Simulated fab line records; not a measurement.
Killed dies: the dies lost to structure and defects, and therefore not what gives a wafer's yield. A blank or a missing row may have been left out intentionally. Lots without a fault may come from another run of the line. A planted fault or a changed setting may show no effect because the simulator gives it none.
Struck lot and sound lot, side by side    flow n5 finfet    36 out of 1938 route steps
Sound: wafers L348.1, L348.3, L348.6. Struck: wafers L353.1, L353.2, L353.5. The cause is named last.
For every step that has rows: the tool of each side, followed by ch and its chambers, followed by its first start. Under that, the readings that differ: sound wafers    struck wafers    difference of the means    sigmas: that difference in standard deviations of wafers without a fault.
alike: readings whose means differ by less than 2 such deviations, and words and numbers that are the same on both sides. not compared: withheld readings, readings that some wafer has no value for, bounds like >300 that may hide the same value, and numbers for which the record gives no deviation and whose values overlap.
The two part at a step that has a row with sigmas, a row that says differs or no value, or rows on one side only. Numbers that have no deviation but don't overlap get no sigmas and don't part them. A reading that every wafer of one side lacks parts them only if that side has two wafers or more.

first, 9 steps without rows for these wafers: N5_BEOL_M4_ANNEAL_95 (time 240 s); N5_BEOL_M4_SPUTTER_96 (material Cu, target thk 4.5 nm, time 8.29 s); N5_BEOL_M4_ECD_50 (material Cu, target thk 300 nm); N5_BEOL_M4_ANNEAL_51 (time 90 s); N5_BEOL_M4_CMP_52 (polishes, stops on SiOC, t overpolish 6.8 s, target thk 40 nm); N5_BEOL_M4_PRE_CLEAN_60 (time 15 s); N5_BEOL_M4_CO_CAP_55 (material Co, precursor CCTBA/H2, target thk 2 nm, time 102.1 s); N5_BEOL_M4_PRE_CLEAN_56 (time 15 s); N5_BEOL_M4_DEP_57 (deposits SiCN from 3MS/NH3, target thk 8 nm, time 14 s).
N5_BEOL_M4_RC_MEAS_101:
  sound on prober-02 ch 0, day 10 15:45; struck on prober-01 ch 0, day 11 22:21
reading         sound           struck          difference  sigmas
IOFF_N (nA/um)  0.17 0.11 0.18  0.20 0.24 0.32  +0.10       +2
IOFF_P (nA/um)  0.21 0.16 0.24  0.25 0.28 0.38  +0.10       +2
  alike: DIBL_N, DIBL_P, ION_N, ION_P, SS_N, SS_P, VT_N, VT_P
then, 24 steps without rows for these wafers: N5_BEOL_M5_ILD_DEP_00 (deposits SiCOH lowk from DEMS/porogen, target thk 140.64 nm, time 25.9 s); N5_BEOL_M5_CURE_79 (cures SiCOH lowk, time 240 s); N5_BEOL_M5_PECVD_70 (deposits SiO2 from TEOS/O2, target thk 16 nm, time 18 s); N5_BEOL_M5_HM_DEP_02 (deposits TiN, target thk 20 nm); N5_BEOL_M5_COAT_59 (time 60 s, resist thk 60 nm); N5_BEOL_M5_COAT_60 (time 60 s, resist thk 12 nm); N5_BEOL_M5_COAT_71 (time 60 s, resist thk 5 nm); N5_BEOL_M5_COAT_05 (resist thk 30 nm); N5_BEOL_M5_EBR_07; N5_BEOL_M5_SOFTBAKE_06 (time 60 s); N5_BEOL_M5_EXPOSE_08 (exposes mask M5, target cd 28 nm); N5_BEOL_M5_PEB_09 (peb time 60 s); N5_BEOL_M5_DEVELOP_10 (develop time 30 s); N5_BEOL_M5_DESCUM_16 (chemistry O2, time 7 s); N5_BEOL_M5_ETCH_72 (etches underlayer in N2/H2, target depth 6.5 nm, time 5.2 s); N5_BEOL_M5_ETCH_61 (etches SiARC in CF4, target depth 15.6 nm, time 26 s); N5_BEOL_M5_ETCH_62 (etches SOC in N2/H2, target depth 75 nm, overetch 15 nm, time 112.5 s); N5_BEOL_M5_STRIP_63 (strips in N2/H2); N5_BEOL_M5_STRIP_73 (strips in N2/H2); N5_BEOL_M5_STRIP_64 (strips in CF4); N5_BEOL_M5_HM_OPEN_17 (chemistry Cl2/BCl3, target TiN, target depth 20 nm, overetch 6 nm); N5_BEOL_M5_STRIP_19 (strips in O2); N5_BEOL_M5_COAT_65 (time 60 s, resist thk 60 nm); N5_BEOL_M5_COAT_66 (time 60 s, resist thk 12 nm).
-- a jump in the record: the struck wafers' starts before and after are 5 days apart (it breaks off in module BEOL_M5 and resumes in module MIM_TOP, where the first step shown is number 1838 of the route) --
N5_MIM_TOP_SPUTTER_03: material TiN, target thk 35 nm, time 89.7 s.
  sound on pvd sputter-03, day 14 19:32; struck on pvd sputter-03, day 16 17:26
reading                                      sound                 struck                difference  sigmas
cathode dc power W (W)                       2999.8 3000.3 3000.2  3801.7 3800.7 3802.1  +801.4      +99 or more
model.TiN_of_MIM_TOP_SPUTTER_03.thk nm (nm)  35.2 35 34.8          44 44.4 44.2          +9          
  alike: throttle valve pct
N5_PASSIVATION_PROBE_49:
  sound on prober-02, day 15 08:38; struck on prober-01, day 17 05:15
reading                   sound           struck          difference  sigmas
defect limited yield (%)  92.5 90.0 90.8  0 0 0           -91         -65
killed at other           2 3 4           1071 1070 1056  +1063       +99 or more
killed dies               89 118 109      1180 1180 1180  +1075       +67
killed on rim             8 18 17         152 152 152     +138        +33
sort n pass               1091 1062 1071  0 0 0           -1075       -51
sort yield pct (%)        92.5 90.0 90.8  0 0 0           -91         -51
  alike: killed_at_M0_to_M3, killed_at_M4_up, killed at contacts, killed at front end, killed open, killed short, sort_bin_4_leakage, sort_bin_5_function, sort_bin_6_memory

## WHERE THEY PART
At N5_BEOL_M4_RC_MEAS_101 first; at N5_PASSIVATION_PROBE_49 last (within this record only).

WHY: what the simulator had put in
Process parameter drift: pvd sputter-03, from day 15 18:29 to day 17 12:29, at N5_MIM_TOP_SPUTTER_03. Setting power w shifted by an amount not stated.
